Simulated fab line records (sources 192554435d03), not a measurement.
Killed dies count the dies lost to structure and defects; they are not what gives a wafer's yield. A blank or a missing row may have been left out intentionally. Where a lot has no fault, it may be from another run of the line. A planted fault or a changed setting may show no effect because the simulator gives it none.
Which tool is to blame? | flow n5-finfet | 13 lots with 31 wafers sampled at 2 steps, on a route of 1938 steps

WHAT EACH GAUGE READ, for each wafer
N5_BEOL_M13_THK_MEAS_01.
lot  | measured     | on            | M13_ILD_THK (nm)
L206 | day 11 08:38 | film-metro-02 | 829 838
L208 | day 11 12:59 | film-metro-02 | 827 818
L210 | day 12 04:15 | film-metro-02 | 824 829 835
L209 | day 12 04:36 | film-metro-01 | 817 830 836
L211 | day 12 10:11 | film-metro-02 | 838 851 834
L218 | day 13 23:40 | film-metro-02 | 856 846
L219 | day 14 01:59 | film-metro-01 | 838 845
L221 | day 15 07:10 | film-metro-01 | 825 858 846
L224 | day 15 20:01 | film-metro-01 | 827 835
L227 | day 16 11:37 | film-metro-02 | 838 825
L226 | day 16 11:54 | film-metro-02 | 810 826
L228 | day 16 19:44 | film-metro-02 | 835 835
L229 | day 16 20:45 | film-metro-02 | 815 809 832

N5_BEOL_M13_OVL_MEAS_29.
lot  | measured     | on         | M13_OVL (nm)
L206 | day 11 10:09 | overlay-02 | 1 -1
L208 | day 11 14:20 | overlay-02 | 1 -2
L210 | day 12 05:32 | overlay-02 | 3 2 2
L209 | day 12 06:00 | overlay-01 | 5 6 0
L211 | day 12 11:28 | overlay-01 | 9 -1 -7
L218 | day 14 01:08 | overlay-01 | -2 2
L219 | day 14 03:23 | overlay-02 | -11 -8
L221 | day 15 08:41 | overlay-01 | 2 5 2
L224 | day 15 21:26 | overlay-01 | -5 4
L227 | day 16 12:54 | overlay-02 | 2 6
L226 | day 16 13:25 | overlay-02 | -8 -4
L228 | day 16 21:20 | overlay-02 | 4 0
L229 | day 16 22:10 | overlay-02 | -6 -3 -3

EACH LOT AND THE TOOL THAT RAN IT (in order: tool; ch and the chambers of the sampled wafers; start)
Before these readings, the record contains no process step.

AS READ BY THE TOOLS THEMSELVES (means over the sampled wafers that have a number; for cases with no such wafer, the mark the record gives instead)
The record holds no such reading with a usual standard deviation.

THE ANSWER, worked out from the rows above alone
Rule: what is usual is taken from the lots themselves. Put in order of their means at a reading, lots are off if they are a third of the lots or fewer, leave a main group of 4 or more, and stand apart from it by a gap of 3 or more times the standard deviation of the main group's means; of several such gaps the widest counts. A main group is skipped when, at the precision printed for the reading in the tables above, its means are all equal. A lot without any number at a reading at which 4 lots or more have one is off too. Where the step has rows for the other lots, those lots are counted as sound. After the gauges, taken in route order, come the tools' own readings; for these a lot's mean is taken, as printed above. The first step at which some lot is off is used, and at that step the reading that is off furthest; a lot without a number counts as furthest.
Across all readings shown, no lot is off: no conclusion can be drawn from this.

WHAT THE SIMULATOR PUT IN
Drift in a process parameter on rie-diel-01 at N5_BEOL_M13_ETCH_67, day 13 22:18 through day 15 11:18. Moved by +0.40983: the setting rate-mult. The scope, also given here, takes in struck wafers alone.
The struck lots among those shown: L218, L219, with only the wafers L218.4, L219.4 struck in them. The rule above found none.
